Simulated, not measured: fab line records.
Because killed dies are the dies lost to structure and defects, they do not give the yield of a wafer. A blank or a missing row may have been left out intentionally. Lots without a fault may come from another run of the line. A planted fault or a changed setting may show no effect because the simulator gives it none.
A struck lot beside a sound one || flow n5_finfet || 26 out of 1938 route steps
Sound: wafers L707.2, L707.5, L707.6. Wafers struck: L711.2, L711.4, L711.6. Last of all comes the cause.
At each step with rows: each side's tool, then ch and its chambers, then its first start. Under that, the readings that differ: sound wafers || struck wafers || difference of the means || sigmas: that difference in standard deviations of wafers without a fault.
alike: words and numbers the same on both sides, and readings whose means are apart by under 2 such deviations; not compared: readings that were withheld, readings missing a value for some wafer, numbers with overlapping values and no deviation given by the record, and bounds like >300 which may hide the same value.
The two part at a step that has a row with sigmas, a row that says differs or no value, or rows on one side only. Numbers that don't overlap but have no deviation are shown without sigmas and don't part them. Lack of a reading on every wafer of one side parts them only where that side has two or more wafers.

N5_BEOL_M15_INSPECT_12: inspects for defects (macro).
  sound: defect_inspect-01 at day 13 07:03; struck: defect_inspect-01 at day 14 19:14
  alike: raw_defect_count
N5_BEOL_M15_DESCUM_15: chemistry O2, time 7.9 s.
  sound on rie_diel-02 ch 0,1,3, day 13 07:05; struck on rie_diel-06 ch 1,2,3, day 14 19:16
  alike: drypump_motor_current_A, oes_product_au, rf_vpp_V, showerhead_plenum_p_Torr, throttle_valve_pct
  not compared: rf_hours_counter_h
then, 1 step without rows for these wafers: N5_BEOL_M15_ETCH_59 (etches BARC in N2/H2, target depth 89 nm, overetch 26.7 nm, time 67.9 s).
N5_BEOL_M15_VIA_ETCH_16: etches SiO2 in C4F8/O2/Ar, target depth 1792.2 nm.
  sound on rie_diel-02 ch 0,1,3, day 13 07:10; struck on rie_diel-06 ch 1,2,3, day 14 19:21
  alike: O2_flow_sccm, drypump_motor_current_A, oes_product_au, rf_vpp_V, showerhead_plenum_p_Torr, throttle_valve_pct
then, 1 step without rows for these wafers: N5_BEOL_M15_STRIP_63 (strips in O2).
N5_BEOL_M15_STRIP_64: strips in O2.
  sound: rie_diel-02 ch 0,1,3; struck: rie_diel-06 ch 1,2,3
  alike: drypump_motor_current_A, oes_product_au, rf_vpp_V, showerhead_plenum_p_Torr, throttle_valve_pct
  not compared: rf_hours_counter_h
then, 2 steps without rows for these wafers: N5_BEOL_M15_STRIP_65 (strips in post etch residue remover, time 60 s); N5_BEOL_M15_SRD_66 (time 30 s, dry time 30 s).
N5_BEOL_M15_CD_MEAS_17: target cd 360 nm.
  sound: cd_sem-01 at day 13 07:37; struck: cd_sem-01 at day 14 19:46
  alike: cd_nm
then, 1 step without rows for these wafers: N5_BEOL_M15_COAT_56 (time 60 s, resist thk 550 nm).
N5_BEOL_M15_ETCH_57: etches SOC in N2/H2, time 750 s.
  sound on rie_diel-06 ch 0,1,3, day 13 07:43; struck on rie_diel-06 ch 0,1, day 14 19:52
  alike: drypump_motor_current_A, oes_product_au, rf_vpp_V, showerhead_plenum_p_Torr, throttle_valve_pct
  not compared: rf_hours_counter_h
then, 1 step without rows for these wafers: N5_BEOL_M15_COAT_60 (time 60 s, resist thk 89 nm).
N5_BEOL_M15_COAT_22: resist thk 800 nm.
  sound on litho_track-03 ch 0, day 13 08:14; struck on litho_track-02 ch 0, day 14 20:22
{"reading": "spin_speed_rpm (rpm)", "sound": "1703.9 1703.9 1702.6", "struck": "1775.2 1775.7 1777.8", "difference": "+72.8", "sigmas": "+56"}
{"reading": "model.coat_of_BEOL_M15_COAT_22.thk_nm (nm)", "sound": "799.4 799.2 799", "struck": "784 784 781.2", "difference": -16, "sigmas": ""}
then, 6 steps without rows for these wafers: N5_BEOL_M15_EBR_24; N5_BEOL_M15_SOFTBAKE_23 (time 60 s); N5_BEOL_M15_EXPOSE_25 (exposes mask M15, target cd 400 nm); N5_BEOL_M15_PEB_26 (peb time 90 s); N5_BEOL_M15_DEVELOP_27 (develop time 45 s); N5_BEOL_M15_HARDBAKE_32 (time 120 s).
N5_BEOL_M15_CD_MEAS_28: target cd 407.6 nm.
  sound on cd_sem-03 ch 0, day 13 08:29; struck on cd_sem-03 ch 0, day 14 20:46
  alike: cd_nm
N5_BEOL_M15_OVL_MEAS_29:
  sound on overlay-02 ch 0, day 13 08:31; struck on overlay-02 ch 0, day 14 20:47
  alike: M15_OVL
N5_BEOL_M15_INSPECT_30: inspects for defects (macro).
  sound: defect_inspect-02 at day 13 08:33; struck: defect_inspect-01 at day 14 20:49
  alike: raw_defect_count
then, 1 step without rows for these wafers: N5_BEOL_M15_DESCUM_33 (chemistry O2, time 7.9 s).
N5_BEOL_M15_ETCH_61: etches BARC in N2/H2, target depth 89 nm, overetch 26.7 nm, time 67.9 s.
  sound on rie_diel-06 ch 1,3, day 13 08:37; struck on rie_diel-06 ch 0,2, day 14 20:53
  alike: drypump_motor_current_A, oes_product_au, rf_vpp_V, showerhead_plenum_p_Torr, throttle_valve_pct
  not compared: rf_hours_counter_h
N5_BEOL_M15_TRENCH_ETCH_34: etches SiO2 in C4F8/O2/Ar, target depth 872.93 nm, time 199 s.
  sound on rie_diel-06 ch 1,3, day 13 08:40; struck on rie_diel-06 ch 0,2, day 14 20:56
{"reading": "model.coat_of_BEOL_M15_COAT_22.thk_nm (nm)", "sound": "544.8 543.8 542", "struck": "532.8 523.2 528", "difference": -15.5, "sigmas": ""}
  alike: O2_flow_sccm, drypump_motor_current_A, oes_product_au, rf_vpp_V, showerhead_plenum_p_Torr, throttle_valve_pct
  not compared: rf_hours_counter_h
N5_PASSIVATION_PROBE_49:
  record: rows for the struck wafers here (prober-01, day 15 16:42), none for the sound ones

== WHERE THEY PART ==
Earliest at N5_BEOL_M15_COAT_22; latest, in this record, at N5_PASSIVATION_PROBE_49.

WHY: the cause the simulator had injected
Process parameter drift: litho_track-02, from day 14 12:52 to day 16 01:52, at N5_BEOL_M15_COAT_22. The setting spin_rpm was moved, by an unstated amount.
